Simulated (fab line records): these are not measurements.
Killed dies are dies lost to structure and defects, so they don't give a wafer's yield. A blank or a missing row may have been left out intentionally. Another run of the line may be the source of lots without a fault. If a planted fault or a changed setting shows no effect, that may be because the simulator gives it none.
Lot-split experiment	flow n5 finfet	21 wafers read across 7 lots, on a route 1938 steps long

== THE SPLIT ==
At N5_BEOL_M13_SPUTTER_43 (material TaN, target thk 15 nm, time 24.19 s), the setting time s was moved away from the recipe's 24.19 s on 8 of the 21 wafers read, by -9.9% to +14.4%. All remaining wafers had this setting at the recipe value.

The reading is taken at the split's own step.

== THE READING ==
TaN_of_BEOL_M13_SPUTTER_43.thk nm (the simulator's own value, which no gauge read), in nm, at N5_BEOL_M13_SPUTTER_43 (material TaN, target thk 15 nm, time 24.19 s). The file does not state a usual value for it. The 13 wafers here that ran the recipe average 15.0 nm, standard deviation 0.18 nm.

wafer	tool, chamber at the split	time s as run, s	against the recipe	TaN_of_BEOL_M13_SPUTTER_43.thk nm, nm	against lot-mates on the recipe
L075.1	pvd sputter-01, -	24.19	recipe	15.2	-
L075.3	pvd sputter-01, -	24.19	recipe	15.2	-
L075.2	pvd sputter-01, -	24.19	recipe	15	-
L076.4	pvd sputter-01, -	21.8	-9.9%	13.8	-1.4
L076.5	pvd sputter-01, -	21.8	-9.9%	13.6	-1.6
L076.6	pvd sputter-01, -	24.19	recipe	15.2	-
L080.1	pvd sputter-02, -	24.19	recipe	14.8	-
L080.2	pvd sputter-02, -	24.19	recipe	14.8	-
L080.5	pvd sputter-02, -	24.19	recipe	14.8	-
L077.1	pvd sputter-01, -	22.63	-6.4%	14.4	no lot-mate on the recipe
L077.3	pvd sputter-01, -	22.63	-6.4%	14.4	no lot-mate on the recipe
L077.6	pvd sputter-01, -	22.63	-6.4%	14.4	no lot-mate on the recipe
L082.3	pvd sputter-02, -	22.95	-5.1%	14.4	-0.6
L082.4	pvd sputter-02, -	24.19	recipe	15	-
L082.6	pvd sputter-02, -	24.19	recipe	15	-
L087.1	pvd sputter-02, -	24.19	recipe	15.4	-
L087.4	pvd sputter-02, -	24.19	recipe	15.2	-
L087.5	pvd sputter-02, -	22.18	-8.3%	14.2	-1.1
L095.1	pvd sputter-03, -	24.19	recipe	15	-
L095.3	pvd sputter-03, -	24.19	recipe	15	-
L095.6	pvd sputter-03, -	27.68	+14.4%	17.2	+2.2

FIT RESULTS
A straight line over all 21 wafers: TaN_of_BEOL_M13_SPUTTER_43.thk nm changes by +0.132 nm for each +1% of time s; r = +0.97; the points scatter about the line by 0.18 nm.
The same after taking each lot's own level away (the mean of its wafers on the recipe; 18 wafers): +0.148 nm for each +1%; r = +0.99; scatter 0.083 nm.
That fit puts the effect of the largest move of time s on the reading at 2.1 nm.
Measured against the standard deviation above, the lots' own levels, which go from 14.80 to 15.30 nm, span 2.8 times it.
Thus the slope moves with the lot-to-lot level: the two fits are different.
Check: with one of the wafers moved furthest among these (+14.4%) left out of the fit, the line predicts +2.09 nm for it against its lot-mates. Against them it came out at +2.2 nm.

== OTHER SPLITS ON THESE WAFERS ==
Note: prior to the reading, these wafers also went through further splits. Each is held against what the fit with the lots' levels taken away leaves over:
other split on the same wafers	wafers away from the commonest value	r with TaN_of_BEOL_M13_SPUTTER_43.thk nm (lot level and that fit taken away)
N5_BEOL_M9_ETCH_62 time s	7	+0.12
N5_BEOL_M12_COAT_04 spin rpm	9	+0.05
N5_BEOL_M12_PEB_08 peb time s	10	-0.01
N5_BEOL_M12_ETCH_38 time s	4	+0.22
N5_BEOL_M13_ETCH_67 bias w	9	+0.09

== FILE'S OWN FIT ==
TaN_of_BEOL_M13_SPUTTER_43.thk nm changes by +0.147 nm for each +1% of time s, r = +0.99.
